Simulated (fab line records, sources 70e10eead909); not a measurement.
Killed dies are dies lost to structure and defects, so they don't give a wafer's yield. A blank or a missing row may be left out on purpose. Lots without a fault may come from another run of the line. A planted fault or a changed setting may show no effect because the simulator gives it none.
Chamber matching | flow nand_harc | NHARC_A_CONTACT_STRIP_82 on rie_diel-10: 4 sister chambers
The step strips in O2. 8 wafers are shown with their chamber, then 10 later ones without.

WAFERS WITH THEIR CHAMBER
wafer  | chamber | showerhead_plenum_p_Torr (Torr) | oes_product_au (a.u.)
L640.4 | 2       | 3.72                            | 0.992
L640.6 | 0       | 3.54                            | 1.015
L642.4 | 1       | 3.58                            | 0.976
L643.3 | 2       | 3.71                            | 0.984
L643.4 | 3       | 3.47                            | 1.006
L643.5 | 3       | 3.47                            | 1.014
L644.1 | 0       | 3.54                            | 0.998
L644.2 | 1       | 3.58                            | 0.981

WAFERS WITHOUT THEIR CHAMBER
wafer  | showerhead_plenum_p_Torr (Torr) | oes_product_au (a.u.)
L644.5 | 3.58                            | 0.977
L646.2 | 3.54                            | 1.016
L646.3 | 3.71                            | 0.986
L646.5 | 3.54                            | 1.002
L647.3 | 3.71                            | 1.007
L647.4 | 3.46                            | 1.006
L647.5 | 3.71                            | 0.995
L645.4 | 3.47                            | 0.997
L645.5 | 3.71                            | 0.993
L645.6 | 3.46                            | 1.003

WHICH CHAMBER EACH WENT THROUGH
wafer  | from the rows above | in truth
L644.5 | 1                   | 1
L646.2 | 0                   | 0
L646.3 | 2                   | 2
L646.5 | 0                   | 0
L647.3 | 2                   | 2
L647.4 | 3                   | 3
L647.5 | 2                   | 2
L645.4 | 3                   | 3
L645.5 | 2                   | 2
L645.6 | 3                   | 3
Placed correctly: 10 of 10. Can't be placed from these rows: 0. Placed wrongly: 0.
How it was worked out, from the rows above alone: a wafer's distance from a chamber is the root of the sum, over the readings, of the square of ((its reading less the chamber's mean) divided by the reading's scatter). The wafer belongs to the nearest chamber; if the next one is less than 2 further off, it can't be placed. A chamber's mean is the mean of its shown wafers. The scatter: the root of (the sum of the squares of (reading less its chamber's mean) over the shown wafers, divided by (wafers less chambers)).
